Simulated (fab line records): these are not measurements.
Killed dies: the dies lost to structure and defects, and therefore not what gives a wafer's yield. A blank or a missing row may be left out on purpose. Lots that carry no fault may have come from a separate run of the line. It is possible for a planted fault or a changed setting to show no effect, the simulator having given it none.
Which tool was responsible? | flow nand-harc | 24 lots with 72 wafers sampled at 6 steps, on a route of 1159 steps

WHAT THE GAUGES READ, wafer by wafer
The record lacks any reading of a measuring or inspecting step that a usual standard deviation could be used to judge.

EACH LOT AND THE TOOL THAT RAN IT (in order: tool; ch and the chambers of the sampled wafers; start)
lot  | NHARC_P_GATE_RTA_80              | NHARC_P_CONTACT_STRIP_28           | NHARC_P_M0_DEGAS_28          | NHARC_P_M0_PVD_21                       | NHARC_P_M1_ETCH_15                            | NHARC_P_BONDPAD_DEP_00
L074 | rtp-anneal-02 ch 0, day 5 03:37  | rie-diel-11 ch 1,2,3, day 5 07:04  | pvd-sputter-01, day 5 11:11  | pvd-sputter-01, day 5 22:01 or earlier  | rie-diel-12 ch 0,1,3, day 5 22:01 or earlier  | pecvd-01 ch 0,2, day 5 22:01
L075 | rtp-anneal-02 ch 0, day 5 13:05  | rie-diel-11 ch 0,1,2, day 5 16:52  | pvd-sputter-01, day 5 21:01  | pvd-sputter-01, day 6 07:19 or earlier  | rie-diel-08 ch 0,1,3, day 6 07:19 or earlier  | pecvd-02 ch 0,1,2, day 6 07:19
L077 | rtp-anneal-01 ch 0, day 6 05:08  | rie-diel-11 ch 2,3, day 6 08:31    | pvd-sputter-02, day 6 18:00  | pvd-sputter-02, no start                | rie-diel-09 ch 0,2,3, no start                | pecvd-01 ch 0,1, no start
L076 | rtp-anneal-02 ch 0, day 6 08:04  | rie-diel-07 ch 0,2,3, day 6 11:20  | pvd-sputter-01, day 6 17:38  | pvd-sputter-01, day 7 03:53 or earlier  | rie-diel-12 ch 1,2,3, day 7 03:53 or earlier  | pecvd-01 ch 0,1, day 7 03:53
L079 | rtp-anneal-02 ch 0, day 6 11:38  | rie-diel-07 ch 1,2,3, day 6 15:00  | pvd-sputter-02, day 6 19:41  | pvd-sputter-02, day 7 06:07 or earlier  | rie-diel-12 ch 1,2,3, day 7 06:07 or earlier  | pecvd-01 ch 0,2, day 7 06:07
L078 | rtp-anneal-02 ch 0, day 6 13:28  | rie-diel-11 ch 0,2,3, day 6 16:41  | pvd-sputter-01, day 7 02:27  | pvd-sputter-01, day 7 12:57 or earlier  | rie-diel-09 ch 0,2,3, day 7 12:57 or earlier  | pecvd-03 ch 1,2, day 7 12:57
L081 | rtp-anneal-01 ch 0, day 7 02:52  | rie-diel-11 ch 0,3, day 7 06:11    | pvd-sputter-03, day 7 15:40  | pvd-sputter-03, day 8 02:58 or earlier  | rie-diel-08 ch 0,2,3, day 8 02:58 or earlier  | pecvd-01 ch 0,1,2, day 8 02:58
L080 | rtp-anneal-01 ch 0, day 7 03:10  | rie-diel-02 ch 0,1,2, day 7 06:32  | pvd-sputter-02, day 7 16:14  | pvd-sputter-02, no start                | rie-diel-12 ch 0,2,3, no start                | pecvd-02 ch 1,2, no start
L082 | rtp-anneal-01 ch 0, day 7 19:34  | rie-diel-11 ch 0,1,3, day 7 22:58  | pvd-sputter-01, day 8 03:19  | pvd-sputter-01, day 8 13:38 or earlier  | rie-diel-12 ch 0,1,2, day 8 13:38 or earlier  | pecvd-01 ch 0,1,2, day 8 13:38
L083 | rtp-anneal-01 ch 0, day 8 00:22  | rie-diel-11 ch 1,3, day 8 03:39    | pvd-sputter-03, day 8 09:07  | pvd-sputter-03, day 8 19:37 or earlier  | rie-diel-12 ch 0,1,2, day 8 19:37 or earlier  | pecvd-01 ch 0,1, day 8 19:37
L084 | rtp-anneal-02 ch 0, day 8 04:20  | rie-diel-07 ch 0,1, day 8 07:37    | pvd-sputter-02, day 8 14:29  | pvd-sputter-02, day 9 01:31 or earlier  | rie-diel-09 ch 0,3, day 9 01:31 or earlier    | pecvd-02 ch 0,2, day 9 01:31
L087 | rtp-anneal-01 ch 0, day 9 02:35  | rie-diel-07 ch 0,2,3, day 9 05:59  | pvd-sputter-02, day 9 19:40  | pvd-sputter-02, no start                | rie-diel-12 ch 0,1,3, no start                | pecvd-03 ch 0,1,2, no start
L086 | rtp-anneal-01 ch 0, day 9 04:51  | rie-diel-11 ch 1,2, day 9 08:08    | pvd-sputter-02, day 9 19:52  | pvd-sputter-02, day 10 06:53 or earlier | rie-diel-08 ch 1,2,3, day 10 06:53 or earlier | pecvd-02 ch 0,2, day 10 06:53
L085 | rtp-anneal-02 ch 0, day 9 05:38  | rie-diel-11 ch 2,3, day 9 09:02    | pvd-sputter-02, day 9 20:14  | pvd-sputter-02, day 10 07:44 or earlier | rie-diel-12 ch 1,2, day 10 07:44 or earlier   | pecvd-02 ch 0,1, day 10 07:44
L088 | rtp-anneal-01 ch 0, day 9 09:07  | rie-diel-07 ch 0,1,2, day 9 13:30  | pvd-sputter-02, day 9 21:11  | pvd-sputter-02, no start                | rie-diel-12 ch 0,2,3, no start                | pecvd-01 ch 0,2, no start
L089 | rtp-anneal-01 ch 0, day 9 14:35  | rie-diel-07 ch 1,2,3, day 9 17:52  | pvd-sputter-01, day 10 00:20 | pvd-sputter-01, no start                | rie-diel-12 ch 1,2,3, no start                | pecvd-03 ch 1,2, no start
L090 | rtp-anneal-01 ch 0, day 9 17:39  | rie-diel-11 ch 0,1, day 9 21:13    | pvd-sputter-03, day 10 03:47 | pvd-sputter-03, day 10 15:12 or earlier | rie-diel-09 ch 1,2,3, day 10 15:12 or earlier | pecvd-03 ch 0,1,2, day 10 15:12
L092 | rtp-anneal-01 ch 0, day 9 23:01  | rie-diel-11 ch 0,1,2, day 10 02:25 | pvd-sputter-03, day 10 06:38 | pvd-sputter-03, day 10 17:23 or earlier | rie-diel-09 ch 0,1,2, day 10 17:23 or earlier | pecvd-01 ch 0,1,2, day 10 17:23
L091 | rtp-anneal-01 ch 0, day 10 00:10 | rie-diel-07 ch 0,2,3, day 10 03:22 | pvd-sputter-01, day 10 07:40 | pvd-sputter-01, day 10 18:38 or earlier | rie-diel-12 ch 1,2,3, day 10 18:38 or earlier | pecvd-01 ch 0,1,2, day 10 18:38
L094 | rtp-anneal-01 ch 0, day 10 05:27 | rie-diel-07 ch 0,1, day 10 08:53   | pvd-sputter-02, day 10 13:14 | pvd-sputter-02, no start                | rie-diel-12 ch 1,2, no start                  | pecvd-03 ch 0,1,2, no start
L093 | rtp-anneal-02 ch 0, day 10 06:13 | rie-diel-02 ch 0,1,3, day 10 09:31 | pvd-sputter-03, day 10 13:36 | pvd-sputter-03, day 11 01:37 or earlier | rie-diel-12 ch 1,2,3, day 11 01:37 or earlier | pecvd-02 ch 1,2, day 11 01:37
L095 | rtp-anneal-01 ch 0, day 10 18:33 | rie-diel-11 ch 2,3, day 10 21:55   | pvd-sputter-03, day 11 07:07 | pvd-sputter-03, day 11 17:54 or earlier | rie-diel-08 ch 0,1,3, day 11 17:54 or earlier | pecvd-01 ch 0,1, day 11 17:54
L096 | rtp-anneal-02 ch 0, day 10 23:52 | rie-diel-02 ch 0,2,3, day 11 03:22 | pvd-sputter-02, day 11 07:40 | pvd-sputter-02, day 11 18:05 or earlier | rie-diel-08 ch 0,1,2, day 11 18:05 or earlier | pecvd-03 ch 0,1,2, day 11 18:05
L097 | rtp-anneal-01 ch 0, day 11 08:51 | rie-diel-11 ch 0,2,3, day 11 12:29 | pvd-sputter-03, day 11 16:52 | pvd-sputter-03, day 12 03:25 or earlier | rie-diel-08 ch 1,2,3, day 12 03:25 or earlier | pecvd-03 ch 1,2, day 12 03:25
- NHARC_P_GATE_RTA_80: time 30 s.
- NHARC_P_CONTACT_STRIP_28: strips in O2.
- NHARC_P_M0_DEGAS_28: time 60 s.
- NHARC_P_M0_PVD_21: deposits Cu, target thk 30 nm, time 20.49 s.
- NHARC_P_M1_ETCH_15: etches the open film in C4F8/Ar, target depth 182.5 nm, time 91.2 s.
- NHARC_P_BONDPAD_DEP_00: deposits SiCN, target thk 250 nm.

WHAT THE TOOLS THEMSELVES READ (means of the sampled wafers that have a number; where no wafer has one, the mark that the record gives instead)
NHARC_P_GATE_RTA_80. Usual: 301.3 for wafer_temp_C_max, sd 0.4.
lot  | tool          | wafer_temp_C_max | flag
L074 | rtp-anneal-02 | 301.2            |
L075 | rtp-anneal-02 | 301.0            |
L077 | rtp-anneal-01 | 301.6            |
L076 | rtp-anneal-02 | 301.1            |
L079 | rtp-anneal-02 | 300.8            |
L078 | rtp-anneal-02 | 300.8            |
L081 | rtp-anneal-01 | 301.2            |
L080 | rtp-anneal-01 | 301.7            |
L082 | rtp-anneal-01 | 301.2            |
L083 | rtp-anneal-01 | 301.2            |
L084 | rtp-anneal-02 | 300.9            |
L087 | rtp-anneal-01 | 301.6            |
L086 | rtp-anneal-01 | 301.5            |
L085 | rtp-anneal-02 | 300.7            |
L088 | rtp-anneal-01 | 301.9            |
L089 | rtp-anneal-01 | 301.3            |
L090 | rtp-anneal-01 | 301.7            |
L092 | rtp-anneal-01 | 301.5            |
L091 | rtp-anneal-01 | 301.5            |
L094 | rtp-anneal-01 | 301.6            |
L093 | rtp-anneal-02 | 300.7            |
L095 | rtp-anneal-01 | 301.3            |
L096 | rtp-anneal-02 | 301.0            |
L097 | rtp-anneal-01 | 301.1            |

NHARC_P_CONTACT_STRIP_28. Usual: drypump-motor-current-A 5.8 A, standard deviation 0.46; oes-product-au 0.996 a.u., standard deviation 0.011; rf-vpp-V 57.8 V, standard deviation 0.93; showerhead-plenum-p-Torr 3.52 Torr, standard deviation 0.14; throttle-valve-pct 17.037 %, standard deviation 0.0096.
lot  | tool        | drypump-motor-current-A (A) | oes-product-au (a.u.) | rf-vpp-V (V) | showerhead-plenum-p-Torr (Torr) | throttle-valve-pct (%) | flag
L074 | rie-diel-11 | 5.6                         | 1.009                 | 57.4         | 3.47                            | 17.045                 |
L075 | rie-diel-11 | 5.8                         | 1.005                 | 57.5         | 3.58                            | 17.045                 |
L077 | rie-diel-11 | 5.1                         | 0.992                 | 57.0         | 3.36                            | 17.040                 |
L076 | rie-diel-07 | 6.0                         | 0.994                 | 58.2         | 3.59                            | 17.044                 |
L079 | rie-diel-07 | 5.9                         | 0.989                 | 58.3         | 3.47                            | 17.033                 |
L078 | rie-diel-11 | 5.4                         | 0.998                 | 57.3         | 3.47                            | 17.031                 |
L081 | rie-diel-11 | 5.3                         | 0.996                 | 58.2         | 3.41                            | 17.035                 |
L080 | rie-diel-02 | 6.0                         | 0.991                 | 58.2         | 3.52                            | 17.031                 |
L082 | rie-diel-11 | 5.7                         | 1.003                 | 58.8         | 3.52                            | 17.051                 |
L083 | rie-diel-11 | 5.9                         | 1.005                 | 56.5         | 3.52                            | 17.051                 |
L084 | rie-diel-07 | 5.9                         | 0.998                 | 57.3         | 3.58                            | 17.032                 |
L087 | rie-diel-07 | 6.0                         | 0.997                 | 57.9         | 3.59                            | 17.031                 |
L086 | rie-diel-11 | 6.0                         | 0.993                 | 57.7         | 3.58                            | 17.036                 |
L085 | rie-diel-11 | 5.1                         | 0.995                 | 57.4         | 3.36                            | 17.045                 |
L088 | rie-diel-07 | 6.0                         | 0.997                 | 57.8         | 3.50                            | 17.038                 |
L089 | rie-diel-07 | 6.0                         | 0.997                 | 57.1         | 3.47                            | 17.041                 |
L090 | rie-diel-11 | 6.2                         | 0.997                 | 57.6         | 3.63                            | 17.040                 |
L092 | rie-diel-11 | 5.8                         | 0.989                 | 58.6         | 3.58                            | 17.033                 |
L091 | rie-diel-07 | 6.1                         | 0.992                 | 58.6         | 3.59                            | 17.031                 |
L094 | rie-diel-07 | 5.7                         | 0.991                 | 57.2         | 3.46                            | 17.037                 |
L093 | rie-diel-02 | 6.0                         | 0.986                 | 57.9         | 3.46                            | 17.031                 |
L095 | rie-diel-11 | 5.2                         | 0.999                 | 56.8         | 3.41                            | 17.039                 |
L096 | rie-diel-02 | 5.9                         | 0.993                 | 57.7         | 3.38                            | 17.042                 |
L097 | rie-diel-11 | 5.4                         | 1.008                 | 58.3         | 3.46                            | 17.038                 |

NHARC_P_M0_DEGAS_28. Usual: 336 W for heater-power-w, sd 40.
lot  | tool           | heater-power-w (W) | flag
L074 | pvd-sputter-01 | 377                |
L075 | pvd-sputter-01 | 340                |
L077 | pvd-sputter-02 | 365                |
L076 | pvd-sputter-01 | 353                |
L079 | pvd-sputter-02 | 350                |
L078 | pvd-sputter-01 | 357                |
L081 | pvd-sputter-03 | 304                |
L080 | pvd-sputter-02 | 346                |
L082 | pvd-sputter-01 | 330                |
L083 | pvd-sputter-03 | 329                |
L084 | pvd-sputter-02 | 369                |
L087 | pvd-sputter-02 | 331                |
L086 | pvd-sputter-02 | 333                |
L085 | pvd-sputter-02 | 347                |
L088 | pvd-sputter-02 | 342                |
L089 | pvd-sputter-01 | 343                |
L090 | pvd-sputter-03 | 316                |
L092 | pvd-sputter-03 | 333                |
L091 | pvd-sputter-01 | 301                |
L094 | pvd-sputter-02 | 345                |
L093 | pvd-sputter-03 | 310                |
L095 | pvd-sputter-03 | 311                |
L096 | pvd-sputter-02 | 322                |
L097 | pvd-sputter-03 | 306                |

NHARC_P_M0_PVD_21. Usual: 29.9 % for throttle-valve-pct, sd 0.83.
lot  | tool           | throttle-valve-pct (%) | flag
L074 | pvd-sputter-01 | 29.4                   |
L075 | pvd-sputter-01 | 29.8                   |
L077 | pvd-sputter-02 | 29.1                   |
L076 | pvd-sputter-01 | 29.4                   |
L079 | pvd-sputter-02 | 30.1                   |
L078 | pvd-sputter-01 | 30.3                   |
L081 | pvd-sputter-03 | 30.2                   |
L080 | pvd-sputter-02 | 30.0                   |
L082 | pvd-sputter-01 | 29.9                   |
L083 | pvd-sputter-03 | 30.1                   |
L084 | pvd-sputter-02 | 30.3                   |
L087 | pvd-sputter-02 | 29.8                   |
L086 | pvd-sputter-02 | 29.3                   |
L085 | pvd-sputter-02 | 29.8                   |
L088 | pvd-sputter-02 | 29.4                   |
L089 | pvd-sputter-01 | 29.7                   |
L090 | pvd-sputter-03 | 29.8                   |
L092 | pvd-sputter-03 | 30.0                   |
L091 | pvd-sputter-01 | 29.9                   |
L094 | pvd-sputter-02 | 29.9                   |
L093 | pvd-sputter-03 | 30.2                   |
L095 | pvd-sputter-03 | 30.1                   |
L096 | pvd-sputter-02 | 30.0                   |
L097 | pvd-sputter-03 | 29.7                   |

NHARC_P_M1_ETCH_15. Usual: oes-product-au 0.952 a.u., standard deviation 0.022; rf-vpp-V 441.8 V, standard deviation 2.5.
lot  | tool        | oes-product-au (a.u.) | rf-vpp-V (V) | flag
L074 | rie-diel-12 | 0.921                 | 443.7        |
L075 | rie-diel-08 | 0.950                 | 439.7        |
L077 | rie-diel-09 | 0.971                 | 442.0        |
L076 | rie-diel-12 | 0.922                 | 443.4        |
L079 | rie-diel-12 | 0.971                 | 443.5        |
L078 | rie-diel-09 | 0.965                 | 442.5        |
L081 | rie-diel-08 | 0.959                 | 440.4        |
L080 | rie-diel-12 | 0.967                 | 443.0        |
L082 | rie-diel-12 | 0.975                 | 443.3        |
L083 | rie-diel-12 | 0.936                 | 442.2        |
L084 | rie-diel-09 | 0.961                 | 441.2        |
L087 | rie-diel-12 | 0.967                 | 443.0        |
L086 | rie-diel-08 | 0.967                 | 439.0        |
L085 | rie-diel-12 | 0.969                 | 441.2        |
L088 | rie-diel-12 | 0.979                 | 442.9        |
L089 | rie-diel-12 | 0.958                 | 443.9        |
L090 | rie-diel-09 | 0.927                 | 441.1        |
L092 | rie-diel-09 | 0.925                 | 442.4        |
L091 | rie-diel-12 | 0.959                 | 443.3        |
L094 | rie-diel-12 | 0.970                 | 441.7        |
L093 | rie-diel-12 | 0.968                 | 443.1        |
L095 | rie-diel-08 | 0.954                 | 439.3        |
L096 | rie-diel-08 | 0.909                 | 438.8        |
L097 | rie-diel-08 | 0.921                 | 439.9        |

NHARC_P_BONDPAD_DEP_00. Usual: 565 W for heater-power-w, sd 66.
lot  | tool     | heater-power-w (W) | flag
L074 | pecvd-01 | 568                |
L075 | pecvd-02 | 622                |
L077 | pecvd-01 | 545                |
L076 | pecvd-01 | 552                |
L079 | pecvd-01 | 504                |
L078 | pecvd-03 | 612                |
L081 | pecvd-01 | 550                |
L080 | pecvd-02 | 561                |
L082 | pecvd-01 | 559                |
L083 | pecvd-01 | 581                |
L084 | pecvd-02 | 598                |
L087 | pecvd-03 | 583                |
L086 | pecvd-02 | 593                |
L085 | pecvd-02 | 629                |
L088 | pecvd-01 | 565                |
L089 | pecvd-03 | 657                |
L090 | pecvd-03 | 580                |
L092 | pecvd-01 | 528                |
L091 | pecvd-01 | 546                |
L094 | pecvd-03 | 564                |
L093 | pecvd-02 | 524                |
L095 | pecvd-01 | 520                |
L096 | pecvd-03 | 606                |
L097 | pecvd-03 | 619                |

THE ANSWER, worked out from the rows above alone
Rule: a lot is off if the mean of its wafers that have a number lies more than 3 standard deviations from the usual mean. A lot without any number at a reading at which 4 lots or more have one is off too. Any other lot the step has rows for is counted as sound. The gauges are gone through in route order, then the tools' own readings, and for those a lot's mean is taken as printed above. At the first step where some lot is off, the reading lying furthest off is the one used; lots without a number count as furthest.
Across all readings shown, no lot is off: no conclusion can be drawn from this.

WHAT THE SIMULATOR PUT IN
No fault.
